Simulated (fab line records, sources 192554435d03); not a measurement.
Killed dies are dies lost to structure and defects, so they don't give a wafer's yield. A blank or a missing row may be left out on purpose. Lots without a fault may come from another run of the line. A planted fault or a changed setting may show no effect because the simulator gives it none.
Chamber matching | flow n5_finfet | N5_BEOL_M13_VIA_ETCH_16 on rie_diel-06: 3 sister chambers
The step etches SiOC in C4F8/O2/Ar, target depth 921.7 nm. 20 wafers are shown with their chamber, then 7 later ones without.

WAFERS WITH THEIR CHAMBER
wafer  | chamber | showerhead_plenum_p_Torr (Torr) | drypump_motor_current_A (A) | throttle_valve_pct (%)
L078.2 | 0       | 3.23                            | 6.2                         | 24.62
L078.3 | 1       | 3.59                            | 5.4                         | 24.17
L078.4 | 0       | 3.23                            | 6.2                         | 24.63
L077.3 | 3       | 3.39                            | 4.7                         | 24.06
L077.5 | 0       | 3.23                            | 6.3                         | 24.65
L077.6 | 1       | 3.59                            | 5.4                         | 24.17
L080.1 | 0       | 3.23                            | 6.2                         | 24.63
L080.3 | 1       | 3.59                            | 5.4                         | 24.18
L080.4 | 1       | 3.59                            | 5.4                         | 24.18
L081.1 | 1       | 3.59                            | 5.4                         | 24.18
L081.3 | 0       | 3.23                            | 6.2                         | 24.64
L081.6 | 0       | 3.23                            | 6.2                         | 24.63
L082.1 | 0       | 3.23                            | 6.2                         | 24.62
L082.3 | 1       | 3.58                            | 5.4                         | 24.21
L082.4 | 1       | 3.58                            | 5.4                         | 24.19
L084.2 | 3       | 3.38                            | 4.8                         | 24.07
L084.3 | 0       | 3.22                            | 6.2                         | 24.66
L084.6 | 3       | 3.38                            | 4.8                         | 24.08
L091.2 | 1       | 3.58                            | 5.4                         | 24.22
L091.5 | 3       | 3.38                            | 4.8                         | 24.08

SIGNATURES (means of the wafers above)
reading                  | chamber 0 | chamber 1 | chamber 3 | scatter within a chamber
showerhead_plenum_p_Torr | 3.2287    | 3.5862    | 3.3825    | 0.00454
drypump_motor_current_A  | 6.213     | 5.400     | 4.775     | 0.0309
throttle_valve_pct       | 24.6350   | 24.1875   | 24.0725   | 0.0154
Rule: a wafer's distance from a chamber is the root of the sum, over the readings, of the square of ((its reading less the chamber's mean) divided by the reading's scatter). The wafer belongs to the nearest chamber; if the next one is less than 2 further off, it can't be placed. The scatter: the root of (the sum of the squares of (reading less its chamber's mean) over the shown wafers, divided by (wafers less chambers)).

WAFERS WITHOUT THEIR CHAMBER
wafer  | showerhead_plenum_p_Torr (Torr) | drypump_motor_current_A (A) | throttle_valve_pct (%)
L091.6 | 3.62                            | 6.2                         | 24.34
L093.2 | 3.62                            | 6.3                         | 24.33
L093.4 | 3.57                            | 5.4                         | 24.22
L096.4 | 3.37                            | 4.7                         | 24.09
L096.6 | 3.37                            | 4.7                         | 24.11
L097.2 | 3.57                            | 5.4                         | 24.21
L097.6 | 3.37                            | 4.7                         | 24.11

WHICH CHAMBER EACH WENT THROUGH
wafer  | from the rows above | in truth
L091.6 | 1                   | 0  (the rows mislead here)
L093.2 | 1                   | 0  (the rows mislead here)
L093.4 | 1                   | 1
L096.4 | 3                   | 3
L096.6 | 3                   | 3
L097.2 | 1                   | 1
L097.6 | 3                   | 3
Placed correctly: 5 of 7. Can't be placed from these rows: 0. Placed wrongly: 2.
